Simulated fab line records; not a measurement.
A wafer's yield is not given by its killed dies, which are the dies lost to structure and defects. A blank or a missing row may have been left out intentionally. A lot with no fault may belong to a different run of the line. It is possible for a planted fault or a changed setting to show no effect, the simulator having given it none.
The same fault as seen by 2 desks | flow n5-finfet | each desk has only its own numbers; what lay behind them comes last

== AT THE TOOL OWNER'S DESK: rie-metal-02 ==
The tool's own readings at N5_GATE_CUT_CUT_ETCH_54 (etches TiN in Cl2/BCl3, target depth 96.7 nm): means of the sampled wafers that have a number, for each lot that ran on this tool. Any lot whose mean is over 4 standard deviations away from the usual mean is out of limits and marked OUT; that distance is given in the brackets.
Columns: A = drypump-motor-current-A at N5_GATE_CUT_CUT_ETCH_54, usual 5.9 A; B = etch-rf-on-time-s at N5_GATE_CUT_CUT_ETCH_54, usual 36.8 s; C = oes-product-au at N5_GATE_CUT_CUT_ETCH_54, usual 0.65 a.u.; D = throttle-valve-pct at N5_GATE_CUT_CUT_ETCH_54, usual 22.32 %
lot  | first seen here | A   | B    | C    | D
L787 | day 4 11:29     | 6.4 | 37.1 | 0.56 | 22.26
L789 | day 5 11:31     | 6.4 | 37.3 | 0.58 | 22.03
L791 | day 5 19:32     | 6.4 | 37.3 | 0.77 | 22.23
L798 | day 7 09:04     | 6.4 | 37.7 | 0.74 | 22.24
L800 | day 8 00:10     | 6.3 | 37.2 | 0.73 | 22.23
L810 | day 10 04:13    | 6.4 | 37.5 | 0.63 | 22.15
Finding of this desk: none of the 6 lots has anything out of limits.

== THE METROLOGY DESK ==
What the gauges read, lot by lot, whatever tool the lot ran on: means of the sampled wafers that have a number. Any lot whose mean is over 4 standard deviations away from the usual mean is out of limits and marked OUT; that distance is given in the brackets.
Columns: A = cd-nm at N5_PASSIVATION_CD_MEAS_30, usual 3999.5 nm
lot  | first seen here | A
L787 | day 12 03:09    | 4002.1
L788 | day 12 08:08    | 3997.7
L789 | day 12 16:58    | 4000.9
L793 | day 13 17:44    | 4001.2
L792 | day 13 19:22    | 3997.9
L791 | day 13 23:39    | 3998.8
L790 | day 14 03:04    | 4000.1
L798 | day 15 10:25    | 4002.5
L800 | day 16 03:43    | 4001.5
L808 | day 17 14:25    | 3999.1
L809 | day 18 06:47    | 3996.7
L810 | day 18 11:35    | 4001.6
Finding of this desk: none of the 12 lots has anything out of limits.

== PUT TOGETHER ==
The tool owner's desk saw nothing out of limits.
Metrology desk: nothing out of limits seen.

== WHAT THE SIMULATOR HAD PUT IN ==
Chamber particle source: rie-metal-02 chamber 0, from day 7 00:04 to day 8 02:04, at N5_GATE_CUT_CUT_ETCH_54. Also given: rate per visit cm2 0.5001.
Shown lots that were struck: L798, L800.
